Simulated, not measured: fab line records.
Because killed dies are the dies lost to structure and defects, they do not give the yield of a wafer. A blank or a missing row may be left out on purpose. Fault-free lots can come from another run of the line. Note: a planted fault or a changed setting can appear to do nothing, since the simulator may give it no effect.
Split-lot experiment ; flow n5-finfet ; 7 lots, 21 wafers read, on a route of 1938 steps

THE SPLIT
At N5_BEOL_M0_SAQP_PECVD_96 (deposits a-Si from SiH4/He, target thk 45 nm, time 45.2 s), the setting time-s was moved away from the recipe's 45.2 s on 6 of the 21 wafers read, by -12.7% to +9.6%. All remaining wafers had this setting at the recipe value.

FROM THE SPLIT TO THE READING: what the file shows between them, 5 steps
- N5_BEOL_M0_SAQP_STRIP_86: strips in N2/H2 (also split here: h2-flow-sccm)
- N5_BEOL_M0_SAQP_STRIP_115: strips in post etch residue remover, time 60 s
- N5_BEOL_M0_SAQP_SRD_93: time 30 s
- N5_BEOL_M0_SAQP_ETCH_101: etches SiNx in CH3F/O2, target depth 29.9 nm, time 42.7 s
- N5_BEOL_M0_SAQP_ETCH_102: etches SiO2 in CF4, target depth 4 nm, time 4.4 s

THE READING
etch.depth-nm (the simulator's own value, which no gauge read), in nm, at N5_BEOL_M0_SAQP_MANDREL_ETCH_103 (etches a-Si in HBr/Cl2, stops on SiCN, target depth 45 nm, bt time 10 s, time 27 s). There is no usual value for it anywhere in the file. Here, 15 wafers ran the recipe; their average is 45.12 nm with a standard deviation of 0.55 nm.

wafer;tool, chamber at the split;time-s as run, s;against the recipe;etch.depth-nm, nm;against lot-mates on the recipe
L080.1;pecvd-03, 1;45.2;recipe;44.67;-
L080.3;pecvd-03, 2;45.2;recipe;44.11;-
L080.6;pecvd-03, 0;45.2;recipe;45.68;-
L082.2;pecvd-01, 2;43.06;-4.7%;43.36;-2.43
L082.4;pecvd-01, 2;43.06;-4.7%;43.26;-2.53
L082.6;pecvd-01, 0;45.2;recipe;45.79;-
L083.2;pecvd-01, 1;45.2;recipe;44.8;-
L083.3;pecvd-01, 0;39.47;-12.7%;38.75;-6.05
L083.5;pecvd-01, 1;39.47;-12.7%;39.96;-4.84
L084.3;pecvd-04, 0,2;45.2;recipe;44.94;-
L084.4;pecvd-04, 0,2;45.2;recipe;45;-
L084.5;pecvd-04, 0;45.2;recipe;45.66;-
L088.1;pecvd-03, 2,1;45.2;recipe;45;-
L088.3;pecvd-03, 2,1;45.2;recipe;44.97;-
L088.5;pecvd-03, 1;49.55;+9.6%;50.1;+5.12
L097.1;pecvd-03, 0;45.2;recipe;45.58;-
L097.4;pecvd-03, 1;46.94;+3.8%;47.58;+1.68
L097.6;pecvd-03, 0;45.2;recipe;46.22;-
L096.1;pecvd-04, 1;45.2;recipe;44.34;-
L096.2;pecvd-04, 0;45.2;recipe;45.16;-
L096.5;pecvd-04, 2;45.2;recipe;44.91;-
If several chambers appear in one row, that row covers several wafers at once and the file leaves open which wafer was in which chamber.

THE FIT
A straight line over all 21 wafers: etch.depth-nm changes by +0.471 nm for each +1% of time-s; r = +0.97; the points scatter about the line by 0.56 nm.
The same after taking each lot's own level away (the mean of its wafers on the recipe; 21 wafers): +0.46 nm for each +1%; r = +0.98; scatter 0.45 nm.
The reading moves by 5.8 nm for the largest change in time-s, on that fit.
Across the lots, their own levels run from 44.800 to 45.900 nm, a range of 2.0 times the standard deviation given above.
The two slopes agree, so the slope changes little with the lot-to-lot level.
Check: -5.66 nm against its lot-mates is what the line predicts for one of the wafers moved furthest among these (-12.7%) when that wafer is left out of the fit. It came out at -6.05 nm against them.

FURTHER SPLITS ON THESE WAFERS
Other splits were also applied to these wafers ahead of the reading. Each is held against what the fit with the lots' levels taken away leaves over:
other split on the same wafers;wafers away from the commonest value;r with etch.depth-nm (lot level and that fit taken away)
N5_GATE_CUT_ETCH_36 cf4-flow-sccm;8;-0.25
N5_MOL_CONTACT_COAG_ALD_27 ald-cycles;4;-0.15
N5_MOL_CONTACT_COAG_PECVD_31 temp-c;4;+0.07
N5_MOL_CONTACT_COAG_CVD_140 target-thk-a;8;+0.12
N5_BEOL_M0_SAQP_STRIP_86 h2-flow-sccm;4;+0.30

THE WHOLE CHAIN: every reading that the file lists as answering this split, in the file's order
step;what it does;reading;change (the file's fit);r (the file's)
N5_BEOL_M0_SAQP_PECVD_96;deposits a-Si from SiH4/He, target thk 45 nm, time 45.2 s;a-Si_of_BEOL_M0_SAQP_PECVD_96.thk-nm (the simulator's own value, which no gauge read);+0.471 nm for each +1% of the setting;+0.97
N5_BEOL_M0_SAQP_MANDREL_ETCH_103;etches a-Si in HBr/Cl2, stops on SiCN, target depth 45 nm, bt time 10 s, time 27 s;etch.depth-nm (the simulator's own value, which no gauge read);+0.47 nm for each +1% of the setting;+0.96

FILE'S OWN FIT
etch.depth-nm changes by +0.47 nm for each +1% of time-s, r = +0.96.
